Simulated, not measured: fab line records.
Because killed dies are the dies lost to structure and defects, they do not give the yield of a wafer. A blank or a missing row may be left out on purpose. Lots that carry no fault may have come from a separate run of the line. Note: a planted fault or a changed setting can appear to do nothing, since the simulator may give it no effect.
Which tool is to blame?    flow nand harc    Sampling: 6 lots, 18 wafers, 3 of 1159 route steps

== WHAT THE GAUGES READ, wafer by wafer ==
NHARC_THIN_TSV_CD_MEAS_16.
lot   measured      on         cd nm (nm)
L170  day 18 19:57  cd sem-03  998.8 999.8 997.6
L172  day 19 08:03  cd sem-01  998.4 1000.2 1000.2
L175  day 19 22:11  cd sem-02  1002.6 1005.5 1002.0
L183  day 21 20:42  cd sem-01  999.2 999.2 996.2
L191  day 23 23:43  cd sem-02  1001.8 1001.8 999.4
L192  day 25 10:53  cd sem-02  1000.4 1001.7 1003.1

== WHAT TOOL EACH LOT RAN ON (gives the tool, then ch and the chambers of the sampled wafers, and finally the start) ==
lot   NHARC_A_M0_PVD_21             NHARC_THIN_TSV_ETCH_15
L170  pvd sputter-02, day 17 19:25  rie si-05 ch 0,2, day 18 19:49
L172  pvd sputter-02, day 18 03:14  rie si-04 ch 0,2, day 19 07:55
L175  pvd sputter-01, day 18 19:38  rie si-05 ch 0,1,3, day 19 22:04
L183  pvd sputter-03, day 20 19:08  rie si-05 ch 1,2, day 21 20:33
L191  pvd sputter-01, day 23 01:31  rie si-04 ch 1,2,3, day 23 23:35
L192  pvd sputter-01, day 24 10:10  rie si-04 ch 1,3, day 25 10:45
- NHARC_A_M0_PVD_21: deposits Cu, target thk 30 nm, time 20.49 s.
- NHARC_THIN_TSV_ETCH_15: target depth 3000 nm, bosch target overetch cycles 2, bosch etch step 2.8 s.

== THE ANSWER, worked out from the rows above alone ==
Rule: the usual values come from the lots themselves. The widest of any qualifying gaps counts: lots, ordered by their means at a reading, are off when they make up no more than a third of the lots, leave a main group of 4 or more, and stand apart from it by 3 or more times the standard deviation of that group's means. If all means in a main group match to the digits the tables above print for the reading, that group is not used. A lot without any number at a reading at which 4 lots or more have one is off too. All remaining lots with rows at the step are treated as sound.
No lot is off at any reading shown: from this, nothing can be told.

== WHAT THE SIMULATOR HAD INSERTED ==
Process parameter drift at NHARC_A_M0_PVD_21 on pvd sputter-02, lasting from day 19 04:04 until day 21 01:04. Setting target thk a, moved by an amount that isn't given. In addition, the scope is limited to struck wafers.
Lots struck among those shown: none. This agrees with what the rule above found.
